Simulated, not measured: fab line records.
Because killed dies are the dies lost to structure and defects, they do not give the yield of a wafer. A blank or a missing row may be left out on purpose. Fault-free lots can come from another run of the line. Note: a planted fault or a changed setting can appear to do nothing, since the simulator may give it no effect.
Chamber matching || flow n5Finfet || N5_SDB_ETCH_25 on rieDiel-02: 4 sister chambers
The step etches SiO2 in C4F6/O2, target depth 10 nm, time 3.3 s. 18 wafers are shown with their chamber, then 9 later ones without.

## WAFERS PAIRED WITH THEIR CHAMBERS
{"wafer": "L075.3", "chamber": 0, "drypumpMotorCurrentA (A)": 5.9, "rfVppV (V)": 676, "throttleValvePct (%)": 21.25}
{"wafer": "L075.4", "chamber": 1, "drypumpMotorCurrentA (A)": 6.3, "rfVppV (V)": 654, "throttleValvePct (%)": 21.42}
{"wafer": "L075.5", "chamber": 3, "drypumpMotorCurrentA (A)": 5.3, "rfVppV (V)": 651, "throttleValvePct (%)": 21.28}
{"wafer": "L079.2", "chamber": 3, "drypumpMotorCurrentA (A)": 5.4, "rfVppV (V)": 651, "throttleValvePct (%)": 21.31}
{"wafer": "L079.3", "chamber": 2, "drypumpMotorCurrentA (A)": 6.3, "rfVppV (V)": 653, "throttleValvePct (%)": 21.36}
{"wafer": "L079.4", "chamber": 1, "drypumpMotorCurrentA (A)": 6.3, "rfVppV (V)": 654, "throttleValvePct (%)": 21.43}
{"wafer": "L080.1", "chamber": 0, "drypumpMotorCurrentA (A)": 5.9, "rfVppV (V)": 674, "throttleValvePct (%)": 21.25}
{"wafer": "L080.2", "chamber": 3, "drypumpMotorCurrentA (A)": 5.4, "rfVppV (V)": 651, "throttleValvePct (%)": 21.31}
{"wafer": "L080.6", "chamber": 3, "drypumpMotorCurrentA (A)": 5.4, "rfVppV (V)": 650, "throttleValvePct (%)": 21.29}
{"wafer": "L081.2", "chamber": 1, "drypumpMotorCurrentA (A)": 6.3, "rfVppV (V)": 656, "throttleValvePct (%)": 21.42}
{"wafer": "L081.3", "chamber": 3, "drypumpMotorCurrentA (A)": 5.4, "rfVppV (V)": 651, "throttleValvePct (%)": 21.31}
{"wafer": "L081.4", "chamber": 3, "drypumpMotorCurrentA (A)": 5.4, "rfVppV (V)": 651, "throttleValvePct (%)": 21.30}
{"wafer": "L085.3", "chamber": 3, "drypumpMotorCurrentA (A)": 5.4, "rfVppV (V)": 652, "throttleValvePct (%)": 21.33}
{"wafer": "L085.5", "chamber": 2, "drypumpMotorCurrentA (A)": 6.3, "rfVppV (V)": 667, "throttleValvePct (%)": 21.11}
{"wafer": "L085.6", "chamber": 3, "drypumpMotorCurrentA (A)": 5.4, "rfVppV (V)": 652, "throttleValvePct (%)": 21.33}
{"wafer": "L086.1", "chamber": 0, "drypumpMotorCurrentA (A)": 5.9, "rfVppV (V)": 675, "throttleValvePct (%)": 21.30}
{"wafer": "L086.4", "chamber": 1, "drypumpMotorCurrentA (A)": 6.3, "rfVppV (V)": 654, "throttleValvePct (%)": 21.46}
{"wafer": "L086.5", "chamber": 0, "drypumpMotorCurrentA (A)": 5.9, "rfVppV (V)": 674, "throttleValvePct (%)": 21.27}

SIGNATURES (averages over the wafers above)
{"reading": "drypumpMotorCurrentA", "chamber 0": 5.900, "chamber 1": 6.300, "chamber 2": 6.300, "chamber 3": 5.388, "scatter within a chamber": 0.025}
{"reading": "rfVppV", "chamber 0": 674.75, "chamber 1": 654.50, "chamber 2": 660.00, "chamber 3": 651.12, "scatter within a chamber": 2.76}
{"reading": "throttleValvePct", "chamber 0": 21.2675, "chamber 1": 21.4325, "chamber 2": 21.2350, "chamber 3": 21.3075, "scatter within a chamber": 0.0508}
Rule: distance of a wafer from a chamber = root of the sum over the readings of ((wafer's reading minus chamber's mean) / reading's scatter) squared. If the next closest chamber is less than 2 further off than the closest, the wafer can't be placed; otherwise it belongs to the closest. The scatter: take each reading less its chamber's mean, square it, sum over the shown wafers, divide by the number of wafers less the number of chambers, and take the root.

## WAFERS WITH NO CHAMBER GIVEN
{"wafer": "L089.2", "drypumpMotorCurrentA (A)": 5.4, "rfVppV (V)": 651, "throttleValvePct (%)": 21.33}
{"wafer": "L089.4", "drypumpMotorCurrentA (A)": 5.9, "rfVppV (V)": 674, "throttleValvePct (%)": 21.29}
{"wafer": "L089.5", "drypumpMotorCurrentA (A)": 6.3, "rfVppV (V)": 653, "throttleValvePct (%)": 21.46}
{"wafer": "L090.1", "drypumpMotorCurrentA (A)": 5.9, "rfVppV (V)": 674, "throttleValvePct (%)": 21.28}
{"wafer": "L090.4", "drypumpMotorCurrentA (A)": 5.4, "rfVppV (V)": 652, "throttleValvePct (%)": 21.34}
{"wafer": "L090.6", "drypumpMotorCurrentA (A)": 5.4, "rfVppV (V)": 650, "throttleValvePct (%)": 21.32}
{"wafer": "L097.1", "drypumpMotorCurrentA (A)": 5.9, "rfVppV (V)": 674, "throttleValvePct (%)": 21.31}
{"wafer": "L097.4", "drypumpMotorCurrentA (A)": 6.3, "rfVppV (V)": 666, "throttleValvePct (%)": 21.14}
{"wafer": "L097.6", "drypumpMotorCurrentA (A)": 6.3, "rfVppV (V)": 664, "throttleValvePct (%)": 21.14}

## THE CHAMBER EACH PASSED THROUGH
{"wafer": "L089.2", "from the rows above": 3, "in truth": 3}
{"wafer": "L089.4", "from the rows above": 0, "in truth": 0}
{"wafer": "L089.5", "from the rows above": 1, "in truth": 1}
{"wafer": "L090.1", "from the rows above": 0, "in truth": 0}
{"wafer": "L090.4", "from the rows above": 3, "in truth": 3}
{"wafer": "L090.6", "from the rows above": 3, "in truth": 3}
{"wafer": "L097.1", "from the rows above": 0, "in truth": 0}
{"wafer": "L097.4", "from the rows above": 2, "in truth": 2}
{"wafer": "L097.6", "from the rows above": 2, "in truth": 2}
9 of 9 placed correctly. Not placeable from these rows: 0. Wrongly placed: 0.
